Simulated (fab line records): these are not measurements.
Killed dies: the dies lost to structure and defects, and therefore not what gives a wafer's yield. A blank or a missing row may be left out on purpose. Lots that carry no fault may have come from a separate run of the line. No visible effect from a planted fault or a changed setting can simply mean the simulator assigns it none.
fab line records | flow n5_finfet
record: lots: 6 | wafers: 17 | last_day: 17
route steps=1938 shown BEOL_M15@1775
lots with no fault: from the same line, run without faults
start_h: the number of hours between the record's first day and the start of the first shown wafer of the lot | wait_h: time in hours since the lot's previous step | " same as the row above | L1.1+2: a single row standing in for several wafers | - value missing, or start not given | * or withheld: withheld | < > ~ a bound
route shown NAME@n: a module of which the file shows steps, and the number in the route of the first | usual: the fault-free wafers' mean and standard deviation | same: alike in all rows | chamber/n: place in a boat | sites: readings site by site | _std_site: the standard deviation of these | _edge_site: the outer-site mean with the inner-site mean subtracted | radius_mm: how far each site lies from the wafer's centre | mask NAME#n: copy n | behind: tool/chamber where the wafer was last shaped | hold: reason for holding the lot/hours on hold/outcome of the hold | device: which transistor (n, p or np) failed to switch | end of line: at the end of the route, the tests of the same wafers | a step with no rows: only its recipe | killed: not the wafer's yield, but the dies lost to structure and defects at the first sort | map: dies across one wafer; x = killed, . = not, _ = none there
set.NAME: the run value of the setting; set.NAME@STEP: its run value at that earlier step | model.NAME: the simulator's own value behind a step, which no gauge read
lots at some steps of the route; a table a step, a row a wafer
services: a tool's chamber out of use, with start hour (start_h, from the record's first day; less than 0 if before it), hours out, and reason
== steps ==
step: N5_BEOL_M15_COAT_58
recipe: resist: BARC | temp_c: 205 | time_s: 60 | spin_rpm: 1500 | resist_thk_nm: 89
step: N5_BEOL_M15_COAT_04
recipe: spin_rpm: 1704 | resist_thk_nm: 800
step: N5_BEOL_M15_EBR_06
recipe: solvent: PGMEA | ebr_width_mm: 1.5
step: N5_BEOL_M15_SOFTBAKE_05
recipe: temp_c: 130 | time_s: 60
step: N5_BEOL_M15_EXPOSE_07
recipe: mask_id: V14 | na: 0.8 | source_shape: annular | sigma_inner: 0.5 | sigma_outer: 0.8 | polarization: unpolarized | attpsm_phase_deg: 180 | dose_mj: 41.25
step: N5_BEOL_M15_PEB_08
recipe: peb_temp_c: 130 | peb_time_s: 90
step: N5_BEOL_M15_DEVELOP_09
recipe: develop_time_s: 45 | rinse_liquid: diw | dry: air_spin | dev_temp_c: 21
step: N5_BEOL_M15_HARDBAKE_14
recipe: temp_c: 130 | time_s: 120
step: N5_BEOL_M15_CD_MEAS_10
recipe: target_cd_nm: 360 | landing_energy_ev: 500 | detector: se_inlens | polarity: opening
usual: cd_nm: 360.4/1.6
lot.wafer | tool      | chamber | start_h | wait_h | cd_nm
L703.1    | cd_sem-03 | 0       | 235.47  | -      | 358.9
L703.4    | "         | 0       | "       | "      | 361.8
L703.6    | "         | 0       | "       | "      | 358.8
L705.2    | cd_sem-01 | 0       | 252.05  | -      | 359.7
L705.3    | "         | 0       | "       | "      | 359.9
L705.5    | "         | 0       | "       | "      | 362.0
L720.1    | cd_sem-03 | 0       | 345.53  | -      | 360.4
L720.5    | "         | 0       | "       | "      | 362.0
L721.3    | cd_sem-02 | 0       | 355.64  | -      | 359.5
L721.4    | "         | 0       | "       | "      | 358.2
L721.6    | "         | 0       | "       | "      | 358.1
L724.2    | cd_sem-02 | 0       | 376.96  | -      | 362.3
L724.3    | "         | 0       | "       | "      | 361.6
L724.6    | "         | 0       | "       | "      | 363.7
L726.2    | cd_sem-02 | 0       | 384.65  | -      | 357.7
L726.4    | "         | 0       | "       | "      | 357.4
L726.6    | "         | 0       | "       | "      | 358.1
step: N5_BEOL_M15_OVL_MEAS_11
recipe: points_per_wafer: 44
usual: V14_OVL: -1/4.9
lot.wafer | tool       | chamber | start_h | wait_h | V14_OVL[nm]
L703.1    | overlay-01 | 0       | 235.50  | 0.0    | 2
L703.4    | "          | 0       | "       | "      | 3
L703.6    | "          | 0       | "       | "      | 2
L705.2    | overlay-01 | 0       | 252.08  | 0.0    | 1
L705.3    | "          | 0       | "       | "      | 4
L705.5    | "          | 0       | "       | "      | 0
L720.1    | overlay-01 | 0       | 345.56  | 0.0    | -6
L720.5    | "          | 0       | "       | "      | -4
L721.3    | overlay-01 | 0       | 355.67  | 0.0    | -3
L721.4    | "          | 0       | "       | "      | -4
L721.6    | "          | 0       | "       | "      | -3
L724.2    | overlay-02 | 0       | 376.99  | 0.0    | -2
L724.3    | "          | 0       | "       | "      | 2
L724.6    | "          | 0       | "       | "      | -2
L726.2    | overlay-01 | 0       | 384.68  | 0.0    | -2
L726.4    | "          | 0       | "       | "      | 11
L726.6    | "          | 0       | "       | "      | 8
step: N5_BEOL_M15_INSPECT_12
recipe: mode: adi | inspect_instrument: macro
usual: raw_defect_count: 2.1/1.4
lot.wafer | tool              | chamber | start_h | wait_h | raw_defect_count
L703.1    | defect_inspect-02 | -       | 235.52  | 0.0    | 1
L703.4    | "                 | -       | "       | "      | 2
L703.6    | "                 | -       | "       | "      | 2
L705.2    | defect_inspect-01 | -       | 252.10  | 0.0    | 2
L705.3    | "                 | -       | "       | "      | 5
L705.5    | "                 | -       | "       | "      | 5
L720.1    | defect_inspect-02 | -       | 345.59  | 0.0    | 5
L720.5    | "                 | -       | "       | "      | 3
L721.3    | defect_inspect-01 | -       | 355.70  | 0.0    | 4
L721.4    | "                 | -       | "       | "      | 1
L721.6    | "                 | -       | "       | "      | 1
L724.2    | defect_inspect-01 | -       | 377.02  | 0.0    | 1
L724.3    | "                 | -       | "       | "      | 2
L724.6    | "                 | -       | "       | "      | 1
L726.2    | defect_inspect-01 | -       | 384.70  | 0.0    | 1
L726.4    | "                 | -       | "       | "      | 2
L726.6    | "                 | -       | "       | "      | 7
step: N5_BEOL_M15_DESCUM_15
recipe: chemistry: O2 | time_s: 7.9 | source_power_w: 50 | bias_power_w: 20 | pressure_mtorr: 20 | rf_frequency_hz: 2.712e+07 | temp_c: 40 | o2_flow_sccm: 225
usual: drypump_motor_current_A: 5.8/0.44 | oes_product_au: 0.77/0.09 | rf_vpp_V: 242.7/1.2 | showerhead_plenum_p_Torr: 2.08/0.059 | temp_c: 40.01/0.11 | throttle_valve_pct: 20.47/0.29
lot.wafer | tool        | chamber | start_h | wait_h | drypump_motor_current_A | oes_product_au | rf_hours_counter_h | rf_vpp_V | showerhead_plenum_p_Torr | temp_c | throttle_valve_pct
L703.1    | rie_diel-05 | 3       | 235.59  | 0.1    | 6.1                     | 0.78           | 115                | 242.1    | 2.03                     | 40.06  | 20.49
L703.4    | "           | 2       | "       | "      | 5.3                     | 0.70           | 203                | 242.8    | 2.17                     | 40.04  | 20.33
L703.6    | "           | 3       | "       | "      | 6.1                     | 0.77           | -                  | 242.6    | 2.03                     | 40.09  | 20.50
L705.2    | rie_diel-04 | 2       | 252.14  | 0.0    | 6.2                     | 0.72           | 182                | 241.3    | 2.08                     | 40.01  | 20.68
L705.3    | "           | 1       | "       | "      | 5.2                     | 0.86           | 60                 | 242.7    | 2.13                     | 39.97  | 20.48
L705.5    | "           | 1       | "       | "      | 5.2                     | 0.86           | -                  | 243.5    | 2.13                     | 40.02  | 20.48
L720.1    | rie_diel-04 | 1       | 345.68  | 0.1    | 5.3                     | 0.83           | 82                 | 242.3    | 2.12                     | 39.89  | 20.51
L720.5    | "           | 2       | "       | "      | 6.2                     | 0.71           | -                  | 243.1    | 2.07                     | 40.01  | 20.72
L721.3    | rie_diel-04 | 0       | 355.73  | 0.0    | 5.2                     | 0.68           | 242                | 240.5    | 1.96                     | 40.13  | 20.49
L721.4    | "           | 2       | "       | "      | 6.2                     | 0.71           | 208                | 243.0    | 2.07                     | 39.94  | 20.73
L721.6    | "           | 2       | "       | "      | 6.2                     | 0.71           | -                  | 242.4    | 2.07                     | 39.98  | 20.71
L724.2    | rie_diel-05 | 3       | 377.05  | 0.0    | 6.1                     | 0.73           | 163                | 240.8    | 2.02                     | 40.16  | 20.55
L724.3    | "           | 1       | "       | "      | 6.3                     | 0.90           | 25                 | 244.8    | 2.15                     | 39.93  | 20.03
L724.6    | "           | 0       | "       | "      | 6.0                     | 0.77           | -                  | 242.0    | 2.10                     | 40.01  | 20.67
L726.2    | rie_diel-02 | 1       | 384.74  | 0.0    | 6.0                     | 0.71           | 183                | 241.7    | 2.00                     | 40.03  | 20.92
L726.4    | "           | 1       | "       | "      | 6.0                     | 0.71           | -                  | 242.1    | 2.00                     | 40.19  | 20.91
L726.6    | "           | 2       | "       | "      | 6.3                     | 0.68           | -                  | 244.1    | 2.16                     | 40.00  | 20.69
step: N5_BEOL_M15_ETCH_59
recipe: chemistry: N2/H2 | target: BARC | target_depth_a: 890 | overetch_a: 267 | time_s: 67.9 | ion_energy_ev: 200 | pressure_mtorr: 30 | source_w: 840 | bias_w: 150 | n2_flow_sccm: 200 | h2_flow_sccm: 200
usual: bias_w: 150.0/0.43 | drypump_motor_current_A: 5.8/0.44 | oes_product_au: 0.66/0.073 | rf_vpp_V: 523.1/2.2 | run_length_s: 91.3/0.32 | showerhead_plenum_p_Torr: 2.52/0.073 | throttle_valve_pct: 17.9/0.33
lot.wafer | tool        | chamber | start_h | wait_h | bias_w | drypump_motor_current_A | oes_product_au | rf_hours_counter_h | rf_vpp_V | run_length_s | showerhead_plenum_p_Torr | throttle_valve_pct | model.coat_of_BEOL_M15_COAT_04.thk_nm
L703.1    | rie_diel-05 | 3       | 235.63  | 0.0    | 149.4  | 6.1                     | 0.66           | 115                | 522.4    | 91.6         | 2.43                     | 17.6               | 715.8
L703.4    | "           | 2       | "       | "      | 150.0  | 5.3                     | 0.61           | 203                | 525.9    | 91.6         | 2.64                     | 17.8               | 720.2
L703.6    | "           | 3       | "       | "      | 149.7  | 6.1                     | 0.66           | -                  | 520.6    | 91.4         | 2.43                     | 17.6               | 714.2
L705.2    | rie_diel-04 | 2       | 252.17  | 0.0    | 150.2  | 6.2                     | 0.61           | 182                | 521.9    | 91.7         | 2.52                     | 18.1               | 721.2
L705.3    | "           | 1       | "       | "      | 148.8  | 5.2                     | 0.72           | 60                 | 522.3    | 91.3         | 2.58                     | 17.9               | 721
L705.5    | "           | 1       | "       | "      | 149.4  | 5.2                     | 0.72           | -                  | 524.6    | 91.2         | 2.58                     | 17.9               | 720.6
L720.1    | rie_diel-04 | 1       | 345.71  | 0.0    | 150.9  | 5.2                     | 0.70           | 82                 | 525.4    | 91.4         | 2.57                     | 17.9               | 717.8
L720.5    | "           | 2       | "       | "      | 150.2  | 6.2                     | 0.55           | -                  | 524.8    | 103.4        | 2.51                     | 18.1               | 704.4
L721.3    | rie_diel-04 | 0       | 355.76  | 0.0    | 149.4  | 5.2                     | 0.58           | 242                | 521.5    | 91.4         | 2.41                     | 18.0               | 720
L721.4    | "           | 2       | "       | "      | 149.6  | 6.2                     | 0.54           | 208                | 524.0    | 103.9        | 2.51                     | 18.1               | 708.2
L721.6    | "           | 2       | "       | "      | 150.9  | 6.2                     | 0.60           | -                  | 523.6    | 91.4         | 2.51                     | 18.1               | 718
L724.2    | rie_diel-05 | 3       | 377.09  | 0.0    | 150.6  | 6.1                     | 0.63           | 163                | 520.5    | 91.3         | 2.41                     | 17.7               | 719.8
L724.3    | "           | 1       | "       | "      | 150.1  | 6.3                     | 0.76           | 25                 | 524.3    | 92.2         | 2.60                     | 17.5               | 716.4
L724.6    | "           | 0       | "       | "      | 149.7  | 6.1                     | 0.66           | -                  | 524.9    | 90.8         | 2.54                     | 18.1               | 714.2
L726.2    | rie_diel-02 | 1       | 384.77  | 0.0    | 150.0  | 6.0                     | 0.61           | 184                | 521.5    | 90.6         | 2.43                     | 18.4               | 722.4
L726.4    | "           | 1       | "       | "      | 149.9  | 6.0                     | 0.61           | -                  | 519.6    | 90.9         | 2.43                     | 18.4               | 722
L726.6    | "           | 2       | "       | "      | 150.3  | 6.3                     | 0.59           | -                  | 525.4    | 91.0         | 2.61                     | 18.1               | 723.2
step: N5_BEOL_M15_VIA_ETCH_16
recipe: chemistry: C4F8/O2/Ar | target: SiO2 | he_inner_torr: 15 | he_outer_torr: 30 | target_depth_a: 17922 | time_s: withheld | ion_energy_ev: 800 | pressure_mtorr: 20 | source_w: 1905 | bias_w: 2040 | Ar_flow_sccm: 400 | C4F8_flow_sccm: 16 | O2_flow_sccm: 12 | ends: cleared
usual: bias_w: 2040/5.6 | drypump_motor_current_A: 5.8/0.44 | oes_product_au: 0.69/0.082 | rf_vpp_V: 2221/25 | showerhead_plenum_p_Torr: 3.41/0.084 | throttle_valve_pct: 30.89/0.3
lot.wafer | tool        | chamber | start_h | wait_h | bias_w | drypump_motor_current_A | oes_product_au | rf_vpp_V | showerhead_plenum_p_Torr | throttle_valve_pct | model.coat_of_BEOL_M15_COAT_04.thk_nm
L703.1    | rie_diel-05 | 3       | 235.68  | 0.0    | 2042   | 6.1                     | 0.70           | 2198     | 3.33                     | 30.81              | 336.2
L703.4    | "           | 2       | "       | "      | 2044   | 5.3                     | 0.63           | 2179     | 3.54                     | 30.57              | 331.8
L703.6    | "           | 3       | "       | "      | 2048   | 6.1                     | 0.70           | 2199     | 3.33                     | 30.80              | 334.2
L705.2    | rie_diel-04 | 2       | 252.22  | 0.0    | 2030   | 6.2                     | 0.65           | 2210     | 3.44                     | 31.23              | 340.2
L705.3    | "           | 1       | "       | "      | 2039   | 5.2                     | 0.75           | 2255     | 3.50                     | 31.03              | 337
L705.5    | "           | 1       | "       | "      | 2043   | 5.2                     | 0.76           | 2254     | 3.50                     | 31.04              | 334.4
L720.1    | rie_diel-04 | 1       | 345.76  | 0.0    | 2038   | 5.2                     | 0.74           | 2254     | 3.49                     | 31.05              | 332.8
L720.5    | "           | 2       | "       | "      | 2050   | 6.2                     | 0.64           | 2209     | 3.43                     | 31.27              | 319.8
L721.3    | rie_diel-04 | 0       | 355.81  | 0.0    | 2040   | 5.2                     | 0.61           | 2236     | 3.27                     | 31.04              | 344.4
L721.4    | "           | 2       | "       | "      | 2044   | 6.2                     | 0.63           | 2209     | 3.43                     | 31.22              | 322
L721.6    | "           | 2       | "       | "      | 2039   | 6.2                     | 0.63           | 2210     | 3.43                     | 31.24              | 333.6
L724.2    | rie_diel-05 | 3       | 377.14  | 0.0    | 2048   | 6.1                     | 0.66           | 2198     | 3.30                     | 30.85              | 338.8
L724.3    | "           | 1       | "       | "      | 2046   | 6.4                     | 0.81           | 2164     | 3.51                     | 30.40              | 328
L724.6    | "           | 0       | "       | "      | 2043   | 6.1                     | 0.70           | 2228     | 3.43                     | 31.05              | 329.6
L726.2    | rie_diel-02 | 1       | 384.82  | 0.0    | 2040   | 6.0                     | 0.64           | 2220     | 3.29                     | 31.36              | 336.6
L726.4    | "           | 1       | "       | "      | 2038   | 6.0                     | 0.64           | 2219     | 3.29                     | 31.35              | 328.4
L726.6    | "           | 2       | "       | "      | 2036   | 6.3                     | 0.60           | 2225     | 3.51                     | 30.94              | 334.2
step: N5_BEOL_M15_STRIP_63
recipe: chemistry: O2 | power_w: 600 | temp_c: 60 | pressure_mtorr: 30 | rf_frequency_hz: 6e+07 | bias_power_w: 0 | overash_fraction: 0.3 | o2_flow_sccm: 225
usual: drypump_motor_current_A: 5.8/0.44 | oes_product_au: 0.77/0.09 | rf_vpp_V: 3.6/0.65 | showerhead_plenum_p_Torr: 2.08/0.059 | temp_c: 60.00/0.13 | throttle_valve_pct: 16.73/0.3
lot.wafer | tool        | chamber | start_h | wait_h | drypump_motor_current_A | oes_product_au | rf_hours_counter_h | rf_vpp_V | showerhead_plenum_p_Torr | temp_c | throttle_valve_pct
L703.1    | rie_diel-05 | 3       | -       | -      | 6.1                     | 0.78           | 116                | 3.9      | 2.04                     | 60.06  | 16.74
L703.4    | "           | 2       | "       | "      | 5.3                     | 0.70           | 203                | 3.1      | 2.17                     | 59.91  | 16.64
L703.6    | "           | 3       | "       | "      | 6.1                     | 0.78           | -                  | 4.5      | 2.04                     | 60.04  | 16.73
L705.2    | rie_diel-04 | 2       | -       | -      | 6.2                     | 0.73           | 182                | 3.3      | 2.08                     | 59.70  | 16.96
L705.3    | "           | 1       | "       | "      | 5.3                     | 0.87           | 60                 | 3.5      | 2.13                     | 60.08  | 16.68
L705.5    | "           | 1       | "       | "      | 5.2                     | 0.85           | -                  | 4.2      | 2.13                     | 60.14  | 16.68
L720.1    | rie_diel-04 | 1       | -       | -      | 5.2                     | 0.84           | 82                 | 3.1      | 2.12                     | 59.96  | 16.73
L720.5    | "           | 2       | "       | "      | 6.2                     | 0.72           | -                  | 3.1      | 2.08                     | 60.01  | 17.00
L721.3    | rie_diel-04 | 0       | -       | -      | 5.2                     | 0.67           | 242                | 2.7      | 1.97                     | 60.16  | 16.83
L721.4    | "           | 2       | "       | "      | 6.2                     | 0.71           | 208                | 3.0      | 2.08                     | 60.07  | 17.00
L721.6    | "           | 2       | "       | "      | 6.2                     | 0.70           | -                  | 4.0      | 2.08                     | 60.21  | 17.01
L724.2    | rie_diel-05 | 3       | -       | -      | 6.1                     | 0.72           | 163                | 3.4      | 2.02                     | 59.92  | 16.83
L724.3    | "           | 1       | "       | "      | 6.3                     | 0.88           | 25                 | 4.0      | 2.15                     | 59.79  | 16.27
L724.6    | "           | 0       | "       | "      | 6.0                     | 0.77           | -                  | 3.4      | 2.10                     | 59.82  | 16.88
L726.2    | rie_diel-02 | 1       | -       | -      | 6.0                     | 0.70           | 184                | 3.6      | 2.01                     | 60.07  | 17.13
L726.4    | "           | 1       | "       | "      | 6.0                     | 0.71           | -                  | 3.4      | 2.01                     | 59.93  | 17.15
L726.6    | "           | 2       | "       | "      | 6.3                     | 0.67           | -                  | 4.3      | 2.16                     | 60.11  | 16.95
== services ==
tool        | chamber | start_h | hours | kind
rie_diel-04 | 1       | 229.69  | 7.4   | repair
rie_diel-05 | 3       | 265.18  | 6.2   | repair
rie_diel-02 | 3       | 267.81  | -     | clean
rie_diel-05 | 1       | 271.34  | -     | clean
rie_diel-05 | 1       | 271.34  | -     | consumable_replace:focus_ring
rie_diel-05 | 1       | 271.34  | 21.2  | scheduled_down
rie_diel-05 | 1       | 271.34  | 21.2  | vent_cycle
rie_diel-04 | -       | 273.42  | 14.6  | pm
rie_diel-02 | 0       | 279.54  | 8.0   | repair
rie_diel-02 | 0       | 289.38  | 4.3   | repair
rie_diel-02 | 0       | 316.61  | 4.1   | repair
rie_diel-02 | 2       | 319.89  | 2.5   | repair
rie_diel-02 | 3       | 323.57  | 29.4  | repair
rie_diel-02 | 1       | 326.74  | 3.5   | repair
rie_diel-04 | 0       | 356.87  | 1.3   | repair
rie_diel-02 | 0       | 364.04  | 1.5   | repair
rie_diel-05 | 2       | 372.19  | -     | clean
rie_diel-05 | 2       | 372.19  | -     | consumable_replace:focus_ring
rie_diel-05 | 2       | 372.19  | 17.0  | scheduled_down
rie_diel-05 | 2       | 372.19  | 17.0  | vent_cycle
rie_diel-02 | 0       | 375.58  | 11.8  | repair
rie_diel-04 | 0       | 384.10  | -     | clean
rie_diel-04 | 0       | 384.10  | -     | consumable_replace:focus_ring
rie_diel-04 | 0       | 384.10  | -     | consumable_replace:showerhead
== key ==
first_sign: step: N5_BEOL_M15_ETCH_59 | reading: run_length_s | direction: up | sigmas: 38 | usual: * | struck: *
effect none on later readings
model_effect: step: N5_BEOL_M15_ETCH_59 | value: coat_of_BEOL_M15_COAT_04.thk_nm | without: 717.9 | struck: 706.3
model_effect: step: N5_BEOL_M15_VIA_ETCH_16 | value: coat_of_BEOL_M15_COAT_04.thk_nm | without: 332.4 | struck: 320.9
met_at N5_BEOL_M15_ETCH_59
struck_wafers L720.5,L721.4
onset_between 252.17 345.71
fault: kind: process_parameter_drift | tool: rie_diel-04 | chamber: - | onset_h: 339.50 | steps: N5_BEOL_M15_ETCH_59 | channel: time_s | offset: * | shape: step | end_h: 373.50 | scope: struck_wafers_only | acts_in: * | stated: *
